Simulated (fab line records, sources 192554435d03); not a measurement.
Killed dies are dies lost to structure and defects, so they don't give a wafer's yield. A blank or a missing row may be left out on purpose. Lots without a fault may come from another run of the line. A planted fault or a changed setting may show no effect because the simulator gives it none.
fab line records | flow n5_finfet | part 1 of 2: steps 1 to 4 of 6
record lots=20 wafers=60 last_day=17
route steps=1938 shown DUMMY_GATE@234 SD_EPI_N@271 SDB@360
lots that met no fault: from a run of the same line without faults
start_h: hours from the record's first day to the start of the lot's first wafer shown | wait_h: hours since the lot's step before | " the same as in the row above | L1.1+2: a row that stands for several wafers | - no value, or no start given | * or withheld: withheld | < > ~ a bound
route shown NAME@n: a module of which the file shows steps, and the number in the route of the first | usual: mean/standard deviation of fault-free wafers | same: alike in all rows | chamber/n: place in a boat | sites: the reading at each site | _std_site: their standard deviation | _edge_site: outer sites' mean less inner sites' | radius_mm: how far each site lies from the wafer's centre | mask NAME#n: copy n | behind: the tool/chamber that last shaped the wafer | hold: why the lot was held/for how many hours/how that ended | device: the transistor (n, p or np) that didn't switch | end of line: the same wafers' tests at the end of the route | a step without rows: its recipe alone | killed: dies lost to structure and defects at the first sort, not the wafer's yield | map: a wafer's dies, x killed, . not, _ none there
set.NAME: the setting as run; set.NAME@STEP: as run at that earlier step | model.NAME: the simulator's own value behind a step, which no gauge read
steps of the route over a sample of lots; a table a step, a row a wafer
services: from which hour (start_h, from the record's first day; less than 0 if before it) a tool's chamber was out of use, for how many hours, and why
## steps
# step N5_DUMMY_GATE_DESCUM_20
# recipe chemistry=O2 time_s=6.2 source_power_w=50 bias_power_w=20 pressure_mtorr=20 rf_frequency_hz=2.712e+07 temp_c=40 resist=CAR-EUV o2_flow_sccm=225
# usual drypump_motor_current_A=5.6/0.56 oes_product_au=0.79/0.094 rf_vpp_V=242.8/1.5 showerhead_plenum_p_Torr=2.08/0.086 throttle_valve_pct=20.49/0.21
# columns lot.wafer tool chamber start_h wait_h drypump_motor_current_A oes_product_au rf_hours_counter_h rf_vpp_V showerhead_plenum_p_Torr throttle_valve_pct
L074.2 rie_diel-03 0 47.66 0.0 5.9 0.71 174 244.7 2.19 20.37
L074.3 " 2 " " 5.3 0.97 3 243.1 2.07 20.49
L074.4 " 3 " " 6.4 0.72 194 242.8 1.99 20.50
L076.2 rie_diel-03 3 59.69 0.1 6.4 0.72 196 243.2 1.99 20.52
L076.3 " 0 " " 6.0 0.71 176 242.9 2.19 20.37
L076.6 " 3 " " 6.5 0.72 - 241.6 1.99 20.54
L078.2 rie_diel-03 2 73.01 0.2 5.3 0.95 9 243.1 2.06 20.52
L078.3 " 0 " " 6.0 0.70 180 245.1 2.19 20.37
L078.4 " 0 " " 5.9 0.70 - 242.2 2.19 20.38
L079.1 rie_diel-02 3 77.71 0.0 6.0 0.69 225 244.1 2.14 20.44
L079.2 " 0 " " 5.7 0.77 110 241.2 1.95 20.70
L079.6 " 0 " " 5.7 0.78 - 241.8 1.95 20.69
L080.1 rie_diel-03 2 81.83 0.4 5.3 0.95 12 242.9 2.06 20.51
L080.3 " 0 " " 5.9 0.70 184 243.9 2.19 20.39
L080.4 " 0 " " 5.9 0.71 - 243.2 2.19 20.37
L081.1 rie_diel-03 2 89.26 0.1 5.2 0.94 15 243.6 2.06 20.51
L081.3 " 0 " " 5.9 0.70 187 243.5 2.19 20.39
L081.6 " 2 " " 5.2 0.93 - 242.6 2.06 20.51
L082.1 rie_diel-06 1 95.04 0.1 5.4 0.82 70 244.1 2.19 20.13
L082.3 " 3 " " 4.8 0.88 64 242.7 2.12 20.39
L082.4 " 0 " " 6.3 0.73 - 241.8 1.98 20.73
L083.1 rie_diel-03 1 99.77 0.0 5.0 0.97 3 245.0 2.23 20.09
L083.4 " 3 " " 6.4 0.71 210 241.3 1.99 20.54
L083.5 " 3 " " 6.5 0.71 - 240.0 1.99 20.53
L084.2 rie_diel-02 1 106.04 0.0 5.5 0.73 207 243.6 2.08 20.93
L084.3 " 0 " " 5.7 0.77 118 239.6 1.95 20.72
L084.6 " 0 " " 5.7 0.77 - 242.1 1.95 20.71
L085.2 rie_diel-03 1 113.04 0.0 5.0 0.95 6 245.2 2.23 20.09
L085.4 " 0 " " 5.9 0.69 194 244.1 2.18 20.39
L085.5 " 1 " " 5.0 0.96 - 245.6 2.23 20.09
L086.2 rie_diel-06 1 118.31 0.0 5.4 0.81 78 245.1 2.19 20.16
L086.3 " 3 " " 4.8 0.87 73 241.5 2.11 20.41
L086.6 " 1 " " 5.4 0.81 - 246.2 2.19 20.14
L088.1 rie_diel-06 0 128.85 0.0 6.2 0.72 207 240.9 1.97 20.76
L088.5 " 0 " " 6.2 0.73 - 241.8 1.97 20.74
L088.6 " 1 " " 5.4 0.82 - 245.2 2.19 20.16
L089.1 rie_diel-02 2 135.75 0.0 5.7 0.87 60 241.8 2.03 20.40
L089.2 " 0 " " 5.7 0.76 127 240.5 1.94 20.72
L089.3 " 3 " " 6.0 0.68 242 243.8 2.14 20.48
L090.1 rie_diel-03 1 143.89 0.0 5.0 0.91 16 243.8 2.23 20.12
L090.3 " 0 " " 5.9 0.68 201 243.8 2.18 20.41
L090.5 " 2 " " 5.3 0.89 - 242.9 2.06 20.52
L091.2 rie_diel-02 0 147.60 0.2 5.8 0.75 131 239.9 1.94 20.73
L091.5 " 3 " " 6.0 0.67 - 243.3 2.14 20.47
L091.6 " 2 " " 5.6 0.84 - 243.0 2.03 20.42
L093.2 rie_diel-02 3 158.73 0.0 6.0 0.66 250 243.4 2.13 20.48
L093.3 " 2 " " 5.7 0.84 68 242.4 2.03 20.41
L093.4 " 1 " " 5.4 0.71 224 243.3 2.07 20.94
L094.3 rie_diel-06 3 167.13 0.0 4.8 0.84 89 242.4 2.11 20.45
L094.4 " 2 " " 4.7 0.69 - 242.6 2.07 20.77
L094.6 " 3 " " 4.8 0.85 - 243.1 2.11 20.45
L095.2 rie_diel-06 1 174.03 0.1 5.4 0.79 97 244.5 2.18 20.17
L095.5 " 3 " " 4.7 0.85 - 244.5 2.11 20.44
L095.6 " 0 " " 6.2 0.70 - 241.6 1.97 20.77
L096.4 rie_diel-03 3 178.27 0.1 6.5 0.70 - 240.8 1.98 20.58
L096.5 " 1 " " 5.0 0.90 - 244.7 2.22 20.12
L096.6 " 2 " " 5.3 0.88 - 241.5 2.05 20.56
L097.2 rie_diel-03 2 188.89 0.1 5.3 0.86 47 243.8 2.05 20.57
L097.4 " 3 " " 6.5 0.69 - 242.5 1.98 20.58
L097.6 " 2 " " 5.3 0.86 - 241.5 2.05 20.57
# step N5_DUMMY_GATE_ETCH_36
# recipe chemistry=CF4 target=SiARC target_depth_a=130 pressure_mtorr=40 source_w=545 bias_w=36 Ar_flow_sccm=100 cf4_flow_sccm=100 ion_energy_ev=80
# usual drypump_motor_current_A=5.6/0.56 oes_product_au=0.78/0.094 rf_vpp_V=183.8/1.4 showerhead_plenum_p_Torr=2.13/0.088 throttle_valve_pct=15.68/0.22
# columns lot.wafer tool chamber start_h wait_h drypump_motor_current_A oes_product_au rf_hours_counter_h rf_vpp_V showerhead_plenum_p_Torr throttle_valve_pct
L074.2 rie_diel-03 0 47.76 0.0 6.0 0.72 174 185.7 2.23 15.64
L074.3 " 2 " " 5.3 0.95 3 181.9 2.09 15.50
L074.4 " 3 " " 6.5 0.72 194 181.6 2.04 15.66
L076.2 rie_diel-03 3 59.79 0.0 6.5 0.71 196 182.0 2.04 15.67
L076.3 " 0 " " 5.9 0.72 176 184.5 2.23 15.61
L076.6 " 3 " " 6.5 0.73 - 181.9 2.04 15.67
L078.2 rie_diel-03 2 73.11 0.0 5.3 0.93 9 182.5 2.09 15.52
L078.3 " 0 " " 6.0 0.72 180 186.3 2.23 15.62
L078.4 " 0 " " 6.0 0.71 - 185.3 2.23 15.62
L079.1 rie_diel-02 3 77.82 0.0 6.0 0.67 225 185.4 2.21 15.75
L079.2 " 0 " " 5.7 0.76 110 182.4 2.01 15.87
L079.6 " 0 " " 5.7 0.76 - 182.1 2.01 15.87
L080.1 rie_diel-03 2 81.93 0.0 5.3 0.92 12 184.9 2.09 15.52
L080.3 " 0 " " 6.0 0.71 184 185.2 2.23 15.64
L080.4 " 0 " " 6.0 0.70 - 185.4 2.23 15.63
L081.1 rie_diel-03 2 89.36 0.0 5.3 0.92 15 183.2 2.09 15.53
L081.3 " 0 " " 6.0 0.70 187 185.1 2.23 15.65
L081.6 " 2 " " 5.3 0.91 - 183.9 2.09 15.51
L082.1 rie_diel-06 1 95.14 0.0 5.3 0.85 70 185.1 2.27 15.49
L082.3 " 3 " " 4.8 0.89 64 184.6 2.15 15.54
L082.4 " 0 " " 6.2 0.73 - 182.2 2.05 16.10
L083.1 rie_diel-03 1 99.88 0.0 5.0 0.96 3 185.6 2.28 15.25
L083.4 " 3 " " 6.4 0.69 210 182.1 2.04 15.71
L083.5 " 3 " " 6.4 0.70 - 181.4 2.04 15.70
L084.2 rie_diel-02 1 106.15 0.0 5.5 0.70 207 183.2 2.12 16.03
L084.3 " 0 " " 5.7 0.75 118 180.8 2.00 15.89
L084.6 " 0 " " 5.7 0.75 - 182.1 2.00 15.88
L085.2 rie_diel-03 1 113.14 0.0 5.0 0.95 6 185.4 2.28 15.24
L085.4 " 0 " " 6.0 0.70 194 184.3 2.23 15.65
L085.5 " 1 " " 5.0 0.96 - 186.0 2.28 15.25
L086.2 rie_diel-06 1 118.41 0.0 5.4 0.84 78 185.7 2.27 15.52
L086.3 " 3 " " 4.7 0.87 73 184.9 2.15 15.57
L086.6 " 1 " " 5.4 0.84 - 186.3 2.27 15.52
L088.1 rie_diel-06 0 128.96 0.0 6.2 0.72 207 184.0 2.05 16.11
L088.5 " 0 " " 6.2 0.72 - 180.9 2.05 16.12
L088.6 " 1 " " 5.4 0.84 - 185.7 2.27 15.52
L089.1 rie_diel-02 2 135.85 0.0 5.6 0.86 60 183.5 2.08 15.48
L089.2 " 0 " " 5.7 0.75 127 181.8 2.00 15.92
L089.3 " 3 " " 6.0 0.65 242 186.0 2.21 15.77
L090.1 rie_diel-03 1 143.99 0.0 5.0 0.92 16 185.9 2.27 15.27
L090.3 " 0 " " 5.9 0.69 201 184.6 2.22 15.69
L090.5 " 2 " " 5.2 0.87 - 184.1 2.08 15.56
L091.2 rie_diel-02 0 147.70 0.0 5.7 0.75 131 183.0 2.00 15.92
L091.5 " 3 " " 6.0 0.66 - 184.3 2.21 15.78
L091.6 " 2 " " 5.7 0.86 - 184.4 2.08 15.50
L093.2 rie_diel-02 3 158.84 0.0 6.0 0.65 250 183.2 2.20 15.79
L093.3 " 2 " " 5.6 0.85 68 183.2 2.08 15.51
L093.4 " 1 " " 5.4 0.70 224 182.7 2.12 16.04
L094.3 rie_diel-06 3 167.23 0.0 4.8 0.84 89 185.2 2.14 15.58
L094.4 " 2 " " 4.7 0.68 - 184.0 2.13 15.97
L094.6 " 3 " " 4.7 0.85 - 184.6 2.14 15.61
L095.2 rie_diel-06 1 174.13 0.0 5.4 0.82 97 183.7 2.26 15.55
L095.5 " 3 " " 4.7 0.85 - 185.8 2.14 15.60
L095.6 " 0 " " 6.2 0.71 - 183.2 2.04 16.15
L096.4 rie_diel-03 3 178.36 0.0 6.5 0.68 - 183.6 2.03 15.74
L096.5 " 1 " " 5.0 0.88 - 186.7 2.27 15.30
L096.6 " 2 " " 5.2 0.84 - 184.2 2.08 15.56
L097.2 rie_diel-03 2 189.00 0.0 5.2 0.84 47 182.4 2.08 15.59
L097.4 " 3 " " 6.4 0.69 - 182.2 2.03 15.74
L097.6 " 2 " " 5.2 0.84 - 184.9 2.08 15.59
# step N5_DUMMY_GATE_HM_OPEN_21
# recipe chemistry=CH3F/O2 target=SiNx target_depth_a=1200 Ar_flow_sccm=150 CH3F_flow_sccm=30 O2_flow_sccm=23 time_s=171.4 pressure_mtorr=30 source_w=395 bias_w=73 ion_energy_ev=120.7
# usual drypump_motor_current_A=5.6/0.51 oes_o_777_au=0.77/0.088 oes_product_au=0.77/0.092 rf_vpp_V=294/6.2 showerhead_plenum_p_Torr=2.00/0.089 throttle_valve_pct=16.55/0.22
# columns lot.wafer tool chamber start_h wait_h drypump_motor_current_A oes_o_777_au oes_product_au rf_hours_counter_h rf_vpp_V showerhead_plenum_p_Torr throttle_valve_pct
L074.2 rie_diel-03 3 48.17 0.0 6.5 0.72 0.71 194 286 1.91 16.42
L074.3 " 2 " " 5.3 0.94 0.95 3 298 1.98 16.44
L074.4 " 0 " " 6.0 0.74 0.72 174 292 2.11 16.42
L076.2 rie_diel-02 1 60.20 0.0 5.5 0.72 0.72 194 287 2.01 16.89
L076.3 " 3 " " 6.0 0.65 0.68 220 306 2.11 16.70
L076.6 " 3 " " 6.0 0.65 0.68 - 304 2.11 16.70
L078.2 rie_diel-02 1 73.52 0.0 5.4 0.70 0.71 198 285 2.01 16.91
L078.3 " 0 " " 5.7 0.78 0.76 109 300 1.88 16.70
L078.4 " 3 " " 6.0 0.65 0.68 224 305 2.11 16.70
L079.1 rie_diel-03 3 78.22 0.0 6.5 0.71 0.71 201 286 1.90 16.44
L079.2 " 2 " " 5.3 0.92 0.92 10 297 1.98 16.46
L079.6 " 3 " " 6.5 0.72 0.71 - 286 1.90 16.44
L080.1 rie_diel-02 0 82.44 0.0 5.7 0.78 0.76 111 300 1.88 16.69
L080.3 " 3 " " 6.0 0.65 0.67 227 303 2.11 16.70
L080.4 " 1 " " 5.4 0.70 0.71 201 286 2.01 16.92
L081.1 rie_diel-02 1 90.01 0.0 5.4 0.71 0.71 202 287 2.01 16.93
L081.3 " 2 " " 5.7 0.86 0.89 47 288 1.97 16.36
L081.6 " 0 " " 5.7 0.78 0.76 - 299 1.88 16.69
L082.1 rie_diel-02 3 95.59 0.0 6.0 0.65 0.67 230 306 2.11 16.72
L082.3 " 0 " " 5.7 0.78 0.77 114 299 1.88 16.70
L082.4 " 1 " " 5.5 0.70 0.71 204 284 2.01 16.92
L083.1 rie_diel-02 0 100.36 0.0 5.7 0.77 0.77 116 299 1.88 16.68
L083.4 " 2 " " 5.6 0.87 0.86 50 291 1.97 16.35
L083.5 " 0 " " 5.7 0.78 0.76 - 299 1.88 16.70
L084.2 rie_diel-06 1 106.74 0.0 5.4 0.84 0.82 75 292 2.14 16.34
L084.3 " 3 " " 4.7 0.85 0.87 69 295 2.03 16.37
L084.6 " 1 " " 5.4 0.84 0.83 - 292 2.14 16.34
L085.2 rie_diel-06 0 113.59 0.0 6.2 0.73 0.72 202 304 1.91 16.89
L085.4 " 2 " " 4.8 0.70 0.70 206 293 2.01 16.79
L085.5 " 2 " " 4.7 0.70 0.70 - 293 2.01 16.80
L086.2 rie_diel-06 1 118.81 0.0 5.4 0.84 0.82 78 292 2.14 16.35
L086.3 " 3 " " 4.8 0.84 0.86 73 294 2.02 16.38
L086.6 " 3 " " 4.8 0.84 0.86 - 296 2.02 16.38
L088.1 rie_diel-03 0 129.43 0.0 5.9 0.71 0.69 197 292 2.10 16.46
L088.5 " 3 " " 6.5 0.71 0.70 - 287 1.90 16.47
L088.6 " 2 " " 5.3 0.88 0.88 - 298 1.98 16.48
L089.1 rie_diel-02 1 136.29 0.0 5.5 0.69 0.70 216 286 2.00 16.95
L089.2 " 2 " " 5.7 0.84 0.87 60 290 1.96 16.38
L089.3 " 0 " " 5.7 0.77 0.76 127 300 1.87 16.71
L090.1 rie_diel-02 1 144.58 0.0 5.4 0.69 0.70 219 286 2.00 16.97
L090.3 " 3 " " 6.0 0.64 0.66 245 305 2.10 16.74
L090.5 " 3 " " 6.0 0.63 0.67 - 306 2.10 16.74
L091.2 rie_diel-03 2 148.11 0.0 5.3 0.86 0.87 33 299 1.97 16.50
L091.5 " 0 " " 5.9 0.71 0.68 - 291 2.10 16.47
L091.6 " 1 " " 5.1 0.91 0.91 - 292 2.15 16.12
L093.2 rie_diel-03 1 159.24 0.0 5.0 0.89 0.90 20 290 2.15 16.13
L093.3 " 0 " " 5.9 0.72 0.68 205 291 2.09 16.48
L093.4 " 0 " " 5.9 0.71 0.68 - 292 2.10 16.48
L094.3 rie_diel-02 1 167.75 0.0 5.5 0.68 0.69 228 287 2.00 16.95
L094.4 " 2 " " 5.7 0.83 0.84 - 289 1.96 16.40
L094.6 " 1 " " 5.4 0.68 0.69 - 287 2.00 16.95
L095.2 rie_diel-06 2 174.53 0.0 4.7 0.69 0.68 227 292 2.00 16.83
L095.5 " 3 " " 4.7 0.82 0.84 - 295 2.02 16.43
L095.6 " 0 " " 6.2 0.71 0.71 - 305 1.91 16.90
L096.4 rie_diel-03 3 178.82 0.1 6.5 0.70 0.68 - 287 1.89 16.50
L096.5 " 2 " " 5.3 0.84 0.85 - 298 1.97 16.50
L096.6 " 1 " " 5.0 0.88 0.88 - 291 2.15 16.15
L097.2 rie_diel-06 2 189.74 0.0 4.7 0.69 0.68 230 292 2.00 16.82
L097.4 " 0 " " 6.3 0.71 0.71 223 304 1.91 16.91
L097.6 " 1 " " 5.4 0.81 0.80 - 293 2.14 16.40
# step N5_SD_EPI_N_OVL_MEAS_10
# recipe points_per_wafer=44
# usual SD_N_BLK_OVL=0.4/0.65
# columns lot.wafer tool chamber start_h wait_h SD_N_BLK_OVL[nm]
L074.2 overlay-01 0 49.87 0.0 -0.4
L074.3 " 0 " " 0.2
L074.4 " 0 " " -0.4
L076.2 overlay-02 0 61.95 0.0 1.1
L076.3 " 0 " " 0.1
L076.6 " 0 " " 1.2
L078.2 overlay-01 0 75.20 0.0 -0.6
L078.3 " 0 " " 0.0
L078.4 " 0 " " 0.2
L079.1 overlay-02 0 79.78 0.0 0.4
L079.2 " 0 " " -0.1
L079.6 " 0 " " 0.2
L080.1 overlay-02 0 84.00 0.0 0.5
L080.3 " 0 " " -0.5
L080.4 " 0 " " -0.1
L081.1 overlay-02 0 92.78 0.0 0.3
L081.3 " 0 " " 0.6
L081.6 " 0 " " 0.5
L082.1 overlay-02 0 97.36 0.0 0.4
L082.3 " 0 " " 1.8
L082.4 " 0 " " 0.6
L083.1 overlay-01 0 101.99 0.0 0.2
L083.4 " 0 " " 1.1
L083.5 " 0 " " -1.1
L084.2 overlay-01 0 108.51 0.0 0.4
L084.3 " 0 " " 1.6
L084.6 " 0 " " 0.2
L085.2 overlay-02 0 115.26 0.0 1.3
L085.4 " 0 " " 1.9
L085.5 " 0 " " 0.3
L086.2 overlay-01 0 120.61 0.0 1.3
L086.3 " 0 " " 1.4
L086.6 " 0 " " 0.2
L088.1 overlay-02 0 130.98 0.0 0.4
L088.5 " 0 " " -0.1
L088.6 " 0 " " 0.0
L089.1 overlay-02 0 138.11 0.0 0.3
L089.2 " 0 " " 0.8
L089.3 " 0 " " 1.2
L090.1 overlay-02 0 146.25 0.0 1.3
L090.3 " 0 " " 1.3
L090.5 " 0 " " 0.9
L091.2 overlay-01 0 149.66 0.0 0.2
L091.5 " 0 " " -0.1
L091.6 " 0 " " 0.2
L093.2 overlay-02 0 160.79 0.0 -0.1
L093.3 " 0 " " 0.0
L093.4 " 0 " " 0.1
L094.3 overlay-01 0 170.00 0.0 -0.1
L094.4 " 0 " " 0.2
L094.6 " 0 " " 0.4
L095.2 overlay-02 0 176.34 0.0 -0.8
L095.5 " 0 " " 0.1
L095.6 " 0 " " 0.0
L096.4 overlay-02 0 180.62 0.0 0.5
L096.5 " 0 " " 1.0
L096.6 " 0 " " -0.6
L097.2 overlay-02 0 191.39 0.0 0.0
L097.4 " 0 " " 0.8
L097.6 " 0 " " 1.1
